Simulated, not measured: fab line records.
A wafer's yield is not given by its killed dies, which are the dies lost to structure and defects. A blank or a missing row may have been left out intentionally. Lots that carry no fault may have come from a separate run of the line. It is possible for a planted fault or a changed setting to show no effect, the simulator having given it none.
Matching of chambers ; flow n5-finfet ; N5_BEOL_M10_ETCH_62 on rie-diel-02: 4 sister chambers
The step etches SOC in N2/H2, target depth 110 nm, overetch 22 nm, time 165 s. 4 wafers are shown with their chamber, then 8 later ones without.

== WAFERS WITH THEIR CHAMBER ==
wafer;chamber;throttle-valve-pct (%)
L084.6;0;17.56
L085.2;1;18.20
L085.6;2;18.02
L087.2;3;18.08

== WAFERS WITHOUT THEIR CHAMBER ==
wafer;throttle-valve-pct (%)
L087.5;18.02
L087.6;18.10
L090.1;18.02
L090.3;17.76
L090.6;18.09
L096.2;17.63
L096.3;18.15
L096.6;17.62

== EACH ONE'S CHAMBER ==
wafer;from the rows above;in truth
L087.5;can't be placed: 2 or 3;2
L087.6;can't be placed: 3 or 2 or 1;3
L090.1;can't be placed: 2 or 3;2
L090.3;can't be placed: 0 or 2 or 3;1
L090.6;can't be placed: 3 or 2 or 1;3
L096.2;0;0
L096.3;can't be placed: 1 or 3 or 2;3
L096.6;0;0
Correct placement for 2 of the 8. From these rows, 6 cannot be placed; in 5 the true chamber is one of the candidates. 0 placed wrongly.
How it was worked out, from the rows above alone: a wafer's distance from a chamber is the root of the sum, over the readings, of the square of ((its reading less the chamber's mean) divided by the reading's scatter). If the next closest chamber is less than 2 further off than the closest, the wafer can't be placed; otherwise it belongs to the closest. A chamber's mean is the mean of its shown wafers. The scatter: with one shown wafer a chamber, the root of the mean of the squares of how far each hidden wafer lies from its nearest shown one.
